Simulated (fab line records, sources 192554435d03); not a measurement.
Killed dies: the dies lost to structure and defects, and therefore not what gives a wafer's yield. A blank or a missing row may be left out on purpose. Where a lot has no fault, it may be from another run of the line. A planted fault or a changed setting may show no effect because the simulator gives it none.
Chamber matching -- flow n5_finfet -- N5_BEOL_M10_ETCH_62 on rie_diel-04 has 4 sister chambers
The step etches SOC in N2/H2, target depth 110 nm, overetch 22 nm, time 165 s. 4 wafers are shown with their chamber, then 9 later ones without.

EACH WAFER AND ITS CHAMBER
wafer,chamber,drypump_motor_current_A (A)
L082.3,0,6.0
L082.5,1,5.3
L088.5,3,5.3
L088.6,2,6.3

WAFERS MISSING THEIR CHAMBER
wafer,drypump_motor_current_A (A)
L090.2,5.3
L090.4,6.0
L090.5,5.3
L097.1,6.2
L097.2,6.0
L097.6,6.2
L096.1,5.4
L096.3,6.3
L096.6,5.4

CHAMBER TAKEN BY EACH
wafer,from the rows above,in truth
L090.2,can't be placed: 1 or 3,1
L090.4,0,0
L090.5,can't be placed: 1 or 3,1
L097.1,can't be placed: 2 or 0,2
L097.2,0,0
L097.6,can't be placed: 2 or 0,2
L096.1,can't be placed: 1 or 3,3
L096.3,2,2
L096.6,can't be placed: 1 or 3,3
Placed correctly: 3 of 9. Unplaceable from these rows: 6, with the true chamber sitting among the candidates in 6. 0 placed wrongly.
How it was worked out, from the rows above alone: a wafer's distance from a chamber is the root of the sum, over the readings, of the square of ((its reading less the chamber's mean) divided by the reading's scatter). The wafer belongs to the nearest chamber; if the next one is less than 2 further off, it can't be placed. The mean given for a chamber averages the wafers shown for that chamber. The scatter: root of mean squared gap, hidden wafer to nearest shown wafer, with one shown wafer a chamber.
